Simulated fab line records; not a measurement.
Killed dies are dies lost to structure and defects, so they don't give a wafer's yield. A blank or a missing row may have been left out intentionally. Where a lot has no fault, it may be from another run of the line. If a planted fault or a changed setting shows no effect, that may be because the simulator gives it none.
fab line records	flow n5Finfet
record lots=9	wafers=27	lastDay=19
route steps=1938 shown TV_OPEN@1887 PAD_METAL@1895 PASSIVATION@1930
lots untouched by any fault: they come from a run of this same line in which no faults occurred
startH: the number of hours between the record's first day and the start of the first shown wafer of the lot	waitH: how many hours have passed since the lot's step before this one	" the same as in the row above	L1.1+2: a single row standing in for several wafers	- either no value or no given start	* or withheld: withheld	< > ~ a bound
route shown NAME@n: NAME is a module with steps in the file, n the number in the route of the first one	usual: mean/standard deviation of fault-free wafers	same: alike in all rows	chamber/n: place in a boat	sites: per-site readings	_std_site: standard deviation of those values	_edge_site: mean of outer sites minus mean of inner sites	radiusMm: how far each site lies from the wafer's centre	mask NAME#n: copy n	behind: the tool/chamber that last shaped the wafer	hold: cause of the lot's hold/its duration in hours/its outcome	device: transistor that didn't switch, given as n, p or np	end of line: the tests these same wafers got at the end of their route	a step given without rows: its recipe and nothing more	killed: at the first sort, the dies lost to defects and structure; wafer yield is something else	map: a wafer's dies, marking killed ones x, the rest . and places with no die _
set.NAME: the run value of the setting; set.NAME@STEP: its run value at that earlier step	model.NAME: the simulator's own value behind a step, which no gauge read
steps of the route over a sample of lots; a table a step, a row a wafer
services: from which hour (startH, from the record's first day; less than 0 if before it) a tool's chamber was out of use, for how many hours, and why
## steps
# step N5_PASSIVATION_PASS_ETCH_74
# recipe chemistry=CF4/O2	target=SiNx	targetDepthA=2200	timeS=110	ionEnergyEv=100	pressureMtorr=40	sourceW=535	biasW=49	Ar_flow_sccm=100	cf4FlowSccm=100	O2_flow_sccm=10
# usual biasW=49.01/0.16	drypumpMotorCurrentA=5.9/0.4	oes_ar_750_au=0.76/0.075	oes_f_703_au=0.76/0.076	oesProductAu=0.76/0.078	rfFwdPowerW=532.4/1.8	rfVppV=241.4/2.8	showerheadPlenumPTorr=2.18/0.083	throttleValvePct=16.06/0.26
lot.wafer	tool	chamber	startH	waitH	biasW	drypumpMotorCurrentA	oes_ar_750_au	oes_f_703_au	oesProductAu	rfFwdPowerW	rfHoursCounterH	rfVppV	showerheadPlenumPTorr	throttleValvePct
L731.4	rieDiel-04	3	296.44	0.0	48.93	6.4	0.73	0.73	0.74	532.3	173	239.6	2.03	16.23
L731.5	"	0	"	"	48.90	5.9	0.72	0.71	0.72	530.9	-	239.4	2.11	15.87
L731.6	"	3	"	"	49.07	6.4	0.73	0.73	0.74	531.1	-	237.2	2.03	16.23
L732.1	rieDiel-06	2	308.54	0.0	48.90	6.2	1.00	0.99	1.01	531.6	1	244.7	2.26	15.92
L732.2	"	0	"	"	49.03	6.1	0.72	0.72	0.73	533.6	185	247.1	2.19	16.28
L732.4	"	3	"	"	49.06	6.2	0.75	0.75	0.75	535.9	175	240.6	2.20	16.26
L734.1	rieDiel-05	0	311.60	0.0	48.76	6.0	0.70	0.70	0.69	534.9	228	243.5	2.26	16.42
L734.2	"	1	"	"	49.08	5.5	0.70	0.71	0.70	530.5	227	243.3	2.26	15.89
L734.3	"	2	"	"	49.38	5.1	0.77	0.78	0.78	529.2	137	240.6	2.21	16.17
L737.1	rieDiel-04	3	314.93	0.0	49.03	6.4	0.73	0.73	0.73	534.2	179	236.1	2.03	16.24
L737.2	"	1	"	"	49.31	5.3	0.75	0.76	0.76	535.7	160	237.0	2.13	15.97
L737.6	"	1	"	"	49.27	5.2	0.75	0.76	0.76	533.8	-	236.4	2.13	15.95
L746.1	rieDiel-05	0	376.91	0.0	49.13	6.0	0.68	0.68	0.67	533.1	247	242.0	2.26	16.44
L746.4	"	3	"	"	49.07	5.7	0.87	0.87	0.86	532.3	52	241.0	2.32	15.65
L746.6	"	3	"	"	49.17	5.7	0.87	0.87	0.86	529.7	-	240.0	2.32	15.67
L747.2	rieDiel-06	1	406.69	0.0	49.13	6.2	0.81	0.82	0.82	529.5	85	240.7	2.22	16.22
L747.3	"	0	"	"	49.33	6.1	0.71	0.71	0.71	531.3	213	245.7	2.18	16.30
L747.4	"	3	"	"	48.91	6.2	0.73	0.73	0.72	529.7	202	242.2	2.19	16.32
L752.2	rieDiel-04	1	413.02	0.0	49.13	5.3	0.73	0.73	0.73	531.5	188	236.9	2.12	16.02
L752.3	"	0	"	"	48.80	5.9	0.69	0.68	0.69	530.3	224	242.9	2.09	15.93
L752.6	"	0	"	"	48.82	5.9	0.69	0.69	0.70	530.4	-	240.4	2.09	15.92
L751.2	rieDiel-06	3	433.71	0.0	48.88	6.2	0.73	0.73	0.72	531.5	209	241.7	2.19	16.32
L751.4	"	1	"	"	49.21	6.2	0.80	0.82	0.81	534.5	92	239.1	2.22	16.24
L751.5	"	3	"	"	48.72	6.2	0.73	0.73	0.72	532.7	-	240.5	2.19	16.32
L753.3	rieDiel-06	3	450.16	0.0	49.09	6.2	0.73	0.72	0.72	536.1	214	240.9	2.19	16.35
L753.4	"	2	"	"	49.07	6.2	0.89	0.88	0.90	530.6	40	245.5	2.24	15.97
L753.6	"	3	"	"	49.32	6.2	0.73	0.72	0.73	533.3	-	240.9	2.19	16.34
# step N5_PASSIVATION_SPUTTER_20
# recipe material=TaN	targetThkA=500	tempC=25	chamberPressurePa=0.4
# usual substrateTempC=25.00/0.11	susceptorTempC=25.01/0.1	throttleValvePct=30.5/1.3
lot.wafer	tool	chamber	startH	waitH	substrateTempC	susceptorTempC	throttleValvePct
L731.4	pvdSputter-03	-	297.14	0.0	24.94	25.08	30.3
L731.5	"	-	"	"	25.15	25.05	30.5
L731.6	"	-	"	"	24.91	25.15	32.8
L732.1	pvdSputter-02	-	311.95	0.0	25.17	24.99	30.7
L732.2	"	-	"	"	25.19	24.87	31.3
L732.4	"	-	"	"	25.04	24.84	28.3
L734.1	pvdSputter-02	-	312.70	0.0	24.95	25.08	28.1
L734.2	"	-	"	"	24.86	25.18	29.3
L734.3	"	-	"	"	25.04	25.12	31.1
L737.1	pvdSputter-03	-	316.88	0.0	24.90	24.95	32.7
L737.2	"	-	"	"	25.19	24.86	30.7
L737.6	"	-	"	"	24.87	24.95	30.7
L746.1	pvdSputter-02	-	378.17	0.0	25.19	24.90	28.3
L746.4	"	-	"	"	24.85	25.04	31.4
L746.6	"	-	"	"	24.92	25.17	30.9
L747.2	pvdSputter-01	-	408.01	0.0	25.01	24.88	30.4
L747.3	"	-	"	"	24.91	24.84	33.2
L747.4	"	-	"	"	24.93	24.65	31.3
L752.2	pvdSputter-02	-	413.94	0.0	25.02	24.98	30.7
L752.3	"	-	"	"	24.89	25.09	29.5
L752.6	"	-	"	"	25.02	24.99	29.4
L751.2	pvdSputter-03	-	434.70	0.0	25.08	24.94	30.5
L751.4	"	-	"	"	25.06	25.01	30.4
L751.5	"	-	"	"	25.05	24.99	30.8
L753.3	pvdSputter-03	-	451.18	0.0	24.95	25.01	30.5
L753.4	"	-	"	"	24.74	24.84	30.5
L753.6	"	-	"	"	24.91	24.99	30.7
# step N5_PASSIVATION_ETCH_54
# recipe chemistry=CHF3/O2	target=SiO2	targetDepthA=8800	CHF3_flow_sccm=50	O2_flow_sccm=5	Ar_flow_sccm=200	timeS=440	maskMaterial=PR	pressureMtorr=30	sourceW=650	biasW=170	ionEnergyEv=200
# usual biasW=170.0/0.5	drypumpMotorCurrentA=5.9/0.48	oes_ar_750_au=0.83/0.052	oes_f_703_au=0.83/0.053	oesProductAu=0.83/0.053	rfFwdPowerW=649.5/1.9	rfVppV=524/5.5	showerheadPlenumPTorr=2.45/0.062	throttleValvePct=18.71/0.14
lot.wafer	tool	chamber	startH	waitH	biasW	drypumpMotorCurrentA	oes_ar_750_au	oes_f_703_au	oesProductAu	rfFwdPowerW	rfHoursCounterH	rfVppV	showerheadPlenumPTorr	throttleValvePct
L731.4	rieDiel-01	3	300.05	0.1	170.9	6.0	0.73	0.72	0.72	649.7	182	536	2.40	18.84
L731.5	"	2	"	"	169.4	5.1	0.87	0.88	0.87	649.6	-	528	2.45	18.68
L731.6	"	3	"	"	170.6	6.0	0.73	0.71	0.73	651.2	-	534	2.40	18.86
L732.1	rieDiel-03	3	314.90	0.1	169.7	5.5	0.89	0.89	0.91	649.1	24	527	2.45	18.60
L732.2	"	0	"	"	169.8	5.6	0.86	0.86	0.86	649.5	61	518	2.44	18.66
L732.4	"	1	"	"	169.9	5.8	0.86	0.86	0.86	649.9	-	520	2.55	18.59
L734.1	rieDiel-03	0	315.65	0.1	170.6	5.6	0.85	0.86	0.85	651.2	62	520	2.44	18.66
L734.2	"	3	"	"	169.1	5.5	0.90	0.89	0.90	649.8	25	526	2.45	18.58
L734.3	"	1	"	"	171.3	5.8	0.87	0.86	0.84	651.0	45	519	2.55	18.59
L737.1	rieDiel-02	0	319.67	0.1	170.0	5.3	0.85	0.85	0.85	646.4	55	530	2.45	18.97
L737.2	"	3	"	"	170.8	6.7	0.98	0.97	0.97	651.9	2	522	2.37	18.77
L737.6	"	0	"	"	169.4	5.3	0.85	0.85	0.84	648.4	-	529	2.45	18.95
L746.1	rieDiel-03	3	381.01	0.1	168.8	5.5	0.96	1.07	0.87	802.8	53	471	2.44	18.62
L746.4	"	2	"	"	170.7	6.6	0.89	1.00	0.80	803.7	-	463	2.53	18.88
L746.6	"	1	"	"	170.2	5.8	0.93	1.04	0.83	805.4	-	467	2.53	18.65
L747.2	rieDiel-03	2	411.02	0.1	169.4	6.7	0.88	0.98	0.79	803.8	135	462	2.53	18.89
L747.3	"	0	"	"	169.2	5.6	0.94	1.04	0.84	805.6	84	467	2.43	18.70
L747.4	"	3	"	"	170.8	5.5	0.95	1.04	0.85	804.0	65	473	2.44	18.65
L752.2	rieDiel-02	2	416.96	0.1	169.5	6.3	0.78	0.78	0.77	651.0	154	520	2.50	18.71
L752.3	"	1	"	"	170.3	6.3	0.84	0.83	0.84	647.6	66	533	2.35	18.67
L752.6	"	1	"	"	170.1	6.3	0.84	0.83	0.85	649.7	-	534	2.35	18.69
L751.2	rieDiel-02	1	437.62	0.1	170.4	6.3	0.83	0.82	0.83	649.1	73	532	2.35	18.70
L751.4	"	3	"	"	170.4	6.7	0.87	0.87	0.87	648.2	47	521	2.36	18.82
L751.5	"	2	"	"	169.8	6.3	0.77	0.78	0.77	650.4	-	520	2.50	18.74
L753.3	rieDiel-02	1	454.26	0.1	169.6	6.2	0.82	0.82	0.83	650.1	79	532	2.35	18.71
L753.4	"	2	"	"	169.4	6.2	0.77	0.78	0.76	648.0	167	517	2.49	18.72
L753.6	"	1	"	"	169.5	6.3	0.82	0.82	0.83	651.2	-	532	2.35	18.69
# step N5_PASSIVATION_STRIP_48
# recipe chemistry=O2	powerW=600	tempC=60	pressureMtorr=30	rfFrequencyHz=6e+07	biasPowerW=0	overashFraction=0.5	o2FlowSccm=225
# usual drypumpMotorCurrentA=5.9/0.48	o2FlowSccm=224.9/0.7	oesProductAu=0.83/0.055	rfVppV=3.2/2	showerheadPlenumPTorr=2.14/0.056	throttleValvePct=16.56/0.14
# same overashFraction=0.5
lot.wafer	tool	chamber	startH	waitH	drypumpMotorCurrentA	o2FlowSccm	oesProductAu	rfHoursCounterH	rfVppV	showerheadPlenumPTorr	throttleValvePct
L731.4	rieDiel-01	3	300.34	0.1	6.0	224.2	0.73	182	1.4	2.09	16.66
L731.5	"	2	"	"	5.2	224.8	0.84	-	4.8	2.14	16.48
L731.6	"	3	"	"	6.0	225.7	0.72	-	1.8	2.09	16.73
L732.1	rieDiel-03	3	315.19	0.1	5.5	224.0	0.93	24	2.9	2.13	16.47
L732.2	"	0	"	"	5.6	224.8	0.86	62	3.8	2.12	16.50
L732.4	"	1	"	"	5.8	225.2	0.83	-	1.3	2.21	16.39
L734.1	rieDiel-03	0	315.94	0.1	5.6	225.9	0.86	62	2.6	2.13	16.52
L734.2	"	3	"	"	5.5	225.2	0.88	25	4.8	2.13	16.49
L734.3	"	1	"	"	5.8	225.0	0.86	45	3.6	2.21	16.32
L737.1	rieDiel-02	0	319.96	0.1	5.3	226.1	0.84	56	2.9	2.13	16.83
L737.2	"	3	"	"	6.7	225.5	0.97	2	3.4	2.06	16.53
L737.6	"	0	"	"	5.4	225.3	0.85	-	0.7	2.13	16.81
L746.1	rieDiel-03	3	381.30	0.1	5.5	225.5	0.89	54	2.0	2.12	16.56
L746.4	"	2	"	"	6.6	224.8	0.79	-	1.0	2.19	16.66
L746.6	"	1	"	"	5.8	225.7	0.84	-	0.9	2.20	16.47
L747.2	rieDiel-03	2	411.31	0.1	6.6	224.3	0.82	135	1.8	2.19	16.69
L747.3	"	0	"	"	5.6	224.1	0.81	84	2.9	2.12	16.58
L747.4	"	3	"	"	5.5	224.7	0.86	65	3.4	2.12	16.48
L752.2	rieDiel-02	2	417.25	0.1	6.2	224.5	0.78	155	3.9	2.19	16.63
L752.3	"	1	"	"	6.3	225.4	0.81	66	3.7	2.04	16.46
L752.6	"	1	"	"	6.2	225.7	0.83	-	5.0	2.04	16.61
L751.2	rieDiel-02	1	437.91	0.1	6.3	224.3	0.84	73	1.8	2.04	16.54
L751.4	"	3	"	"	6.7	225.0	0.86	47	1.7	2.05	16.67
L751.5	"	2	"	"	6.2	225.4	0.77	-	3.8	2.19	16.58
L753.3	rieDiel-02	1	454.55	0.1	6.3	225.9	0.82	79	1.2	2.03	16.55
L753.4	"	2	"	"	6.2	224.2	0.77	167	1.9	2.18	16.68
L753.6	"	1	"	"	6.2	226.2	0.83	-	1.0	2.03	16.58
## services
tool	chamber	startH	hours	kind
rieDiel-02	-	277.48	10.0	pm
pvdSputter-02	-	277.88	6.1	repair
rieDiel-02	3	287.48	-	clean
rieDiel-02	3	287.48	-	consumableReplace:focusRing
rieDiel-02	3	287.48	26.6	scheduledDown
rieDiel-02	3	287.48	26.6	ventCycle
rieDiel-06	2	288.97	-	clean
rieDiel-06	2	288.97	-	consumableReplace:focusRing
pvdSputter-03	-	298.65	1.0	repair
rieDiel-02	2	303.68	2.6	repair
rieDiel-06	1	310.69	9.2	repair
rieDiel-03	2	311.50	17.1	repair
rieDiel-03	0	351.69	40.6	repair
rieDiel-03	2	353.13	5.5	repair
pvdSputter-02	-	366.77	0.8	repair
rieDiel-02	0	367.96	9.2	repair
pvdSputter-01	-	376.77	2.2	repair
rieDiel-04	1	390.12	10.1	repair
rieDiel-06	-	396.61	2.8	pm
rieDiel-03	2	400.10	3.9	repair
rieDiel-03	2	418.67	3.9	repair
pvdSputter-01	-	427.94	8.0	repair
pvdSputter-02	-	442.54	2.6	repair
rieDiel-04	-	448.73	2.6	repair
## key
firstSign step=N5_PASSIVATION_ETCH_54	reading=rfFwdPowerW	direction=up	sigmas=83	usual=*	struck=*
effect step=N5_PASSIVATION_ETCH_54	reading=rfVppV	direction=down	sigmas=10	usual=524	struck=467
metAt N5_PASSIVATION_ETCH_54
struckLots L746,L747
notActingAt N5_PASSIVATION_PASS_ETCH_74,N5_PASSIVATION_SPUTTER_20,N5_PASSIVATION_STRIP_48
onsetBetween 315.65 381.01
fault kind=processParameterDrift	tool=rieDiel-03	chamber=-	onsetH=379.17	steps=N5_PASSIVATION_ETCH_54	channel=sourceW	offset=156	shape=step	endH=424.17	actsIn=theseRecipesOnly	stated=650
